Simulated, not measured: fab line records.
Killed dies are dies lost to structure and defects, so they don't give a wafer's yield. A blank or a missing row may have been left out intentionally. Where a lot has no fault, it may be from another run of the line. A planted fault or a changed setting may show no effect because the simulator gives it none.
Which of the tools did it? / flow n5_finfet / 9 lots with 27 wafers sampled at 3 steps, on a route of 1938 steps

WHAT EACH GAUGE READ, for each wafer
N5_BEOL_M4_RC_MEAS_101.
lot=L107; measured=day 7 15:56; on=prober-01; IOFF_N (nA/um)=0.27 0.23 0.16
lot=L112; measured=day 10 02:00; on=prober-02; IOFF_N (nA/um)=0.10 0.12 0.15
lot=L113; measured=day 9 23:12; on=prober-01; IOFF_N (nA/um)=0.15 0.15 0.11
lot=L115; measured=day 10 05:17; on=prober-01; IOFF_N (nA/um)=0.18 0.18 0.26
lot=L117; measured=day 11 04:19; on=prober-02; IOFF_N (nA/um)=0.18 0.15 0.19
lot=L118; measured=day 10 11:23; on=prober-01; IOFF_N (nA/um)=0.13 0.13 0.10
lot=L120; measured=day 11 10:07; on=prober-01; IOFF_N (nA/um)=0.15 0.12 0.15
lot=L129; measured=day 14 07:43; on=prober-02; IOFF_N (nA/um)=0.48 0.50 0.42
lot=L130; measured=day 14 06:26; on=prober-01; IOFF_N (nA/um)=0.47 0.48 0.72

WHICH TOOL RAN EACH LOT (tool, then ch and the chambers of the sampled wafers, then the start)
lot=L107; N5_SD_ACTIVATION_RTA_00=rtp_anneal-02 ch 0, day 3 13:28; N5_ILD0_CMP_07=cmp-02 ch 0,2,3, day 3 17:13
lot=L112; N5_SD_ACTIVATION_RTA_00=rtp_anneal-02 ch 0, day 4 18:53; N5_ILD0_CMP_07=cmp-04 ch 0,1,2, day 4 22:34
lot=L113; N5_SD_ACTIVATION_RTA_00=rtp_anneal-02 ch 0, day 4 20:52; N5_ILD0_CMP_07=cmp-02 ch 0,2,3, day 5 00:22
lot=L115; N5_SD_ACTIVATION_RTA_00=rtp_anneal-01 ch 0, day 5 11:52; N5_ILD0_CMP_07=cmp-02 ch 1,2, day 5 15:22
lot=L117; N5_SD_ACTIVATION_RTA_00=rtp_anneal-02 ch 0, day 6 00:43; N5_ILD0_CMP_07=cmp-02 ch 0,1,2, day 6 04:08
lot=L118; N5_SD_ACTIVATION_RTA_00=rtp_anneal-02 ch 0, day 6 04:02; N5_ILD0_CMP_07=cmp-02 ch 0,1,2, day 6 07:31
lot=L120; N5_SD_ACTIVATION_RTA_00=rtp_anneal-02 ch 0, day 6 16:58; N5_ILD0_CMP_07=cmp-01 ch 0,1, day 6 20:34
lot=L129; N5_SD_ACTIVATION_RTA_00=rtp_anneal-02 ch 0, day 8 23:43; N5_ILD0_CMP_07=cmp-04 ch 0,1,2, day 9 03:31
lot=L130; N5_SD_ACTIVATION_RTA_00=rtp_anneal-02 ch 0, day 9 05:53; N5_ILD0_CMP_07=cmp-02 ch 0,2, day 9 09:25
- N5_SD_ACTIVATION_RTA_00: time 0 s.
- N5_ILD0_CMP_07: polishes SiO2 flowable, stops on poly-Si, t overpolish 1.18 s, target thk 138.88 nm.

THE ANSWER, worked out from the rows above alone
Rule: usual is defined by the lots themselves. The widest of any qualifying gaps counts: lots, ordered by their means at a reading, are off when they make up no more than a third of the lots, leave a main group of 4 or more, and stand apart from it by 3 or more times the standard deviation of that group's means. If all means in a main group match to the digits the tables above print for the reading, that group is not used. A lot without any number at a reading at which 4 lots or more have one is off too. All remaining lots with rows at the step are treated as sound.
Off: L129, L130, seen at N5_BEOL_M4_RC_MEAS_101 (IOFF_N). For the main group the mean is 0.16 nA/um and the standard deviation 0.038.
If a tool, at a process step before that reading, ran all the lots that are off and no sound lot after the first of them, it fits. The gauges at N5_BEOL_M4_RC_MEAS_101 are tried like those tools. One fits: N5_SD_ACTIVATION_RTA_00 on rtp_anneal-02. Its last sound lot is L120 (day 6 16:58), its first lot that is off L129 (day 8 23:43): a fault that began between those two fits.

WHAT THE SIMULATOR HAD INSERTED
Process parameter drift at N5_SD_ACTIVATION_RTA_00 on rtp_anneal-02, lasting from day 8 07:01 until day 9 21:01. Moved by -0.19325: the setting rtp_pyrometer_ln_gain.
Struck lots among those shown: L130, L129. The same result came from the rule above.
